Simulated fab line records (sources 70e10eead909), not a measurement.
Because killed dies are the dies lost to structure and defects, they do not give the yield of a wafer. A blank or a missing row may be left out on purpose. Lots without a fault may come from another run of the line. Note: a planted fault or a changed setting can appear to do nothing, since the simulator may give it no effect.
Matching of chambers + flow nandHarc + NHARC_P_GATE_STRIP_101 on rieDiel-11 has 4 sister chambers
The step strips in O2, time 20 s. 8 wafers are shown with their chamber, then 8 later ones without.

EACH WAFER AND ITS CHAMBER
| wafer  | chamber | showerheadPlenumPTorr (Torr) | drypumpMotorCurrentA (A) |
|--------|---------|------------------------------|--------------------------|
| L555.4 | 2       | 3.68                         | 5.4                      |
| L561.2 | 0       | 3.35                         | 5.1                      |
| L561.5 | 0       | 3.35                         | 5.1                      |
| L561.6 | 3       | 3.76                         | 5.6                      |
| L562.2 | 3       | 3.76                         | 5.6                      |
| L562.4 | 1       | 3.68                         | 5.7                      |
| L562.5 | 2       | 3.68                         | 5.4                      |
| L567.3 | 1       | 3.67                         | 5.8                      |

WAFERS WHOSE CHAMBER IS MISSING
| wafer  | showerheadPlenumPTorr (Torr) | drypumpMotorCurrentA (A) |
|--------|------------------------------|--------------------------|
| L567.5 | 3.67                         | 5.8                      |
| L567.6 | 3.35                         | 5.1                      |
| L566.3 | 3.35                         | 5.1                      |
| L566.4 | 3.76                         | 5.6                      |
| L566.6 | 3.76                         | 5.6                      |
| L571.3 | 3.68                         | 5.4                      |
| L571.5 | 3.35                         | 5.1                      |
| L571.6 | 3.76                         | 5.6                      |

EACH ONE'S CHAMBER
| wafer  | from the rows above | in truth |
|--------|---------------------|----------|
| L567.5 | 1                   | 1        |
| L567.6 | 0                   | 0        |
| L566.3 | 0                   | 0        |
| L566.4 | 3                   | 3        |
| L566.6 | 3                   | 3        |
| L571.3 | 2                   | 2        |
| L571.5 | 0                   | 0        |
| L571.6 | 3                   | 3        |
Correct placement for 8 of the 8. Number that these rows cannot place: 0. Wrongly placed: 0.
How it was worked out, from the rows above alone: a wafer's distance from a chamber is the root of the sum, over the readings, of the square of ((its reading less the chamber's mean) divided by the reading's scatter). The wafer belongs to the nearest chamber; if the next one is less than 2 further off, it can't be placed. A chamber's mean is the mean of its shown wafers. The scatter is the square root of a quotient: the sum, over the shown wafers, of each reading's squared deviation from its chamber's mean, divided by wafers minus chambers.
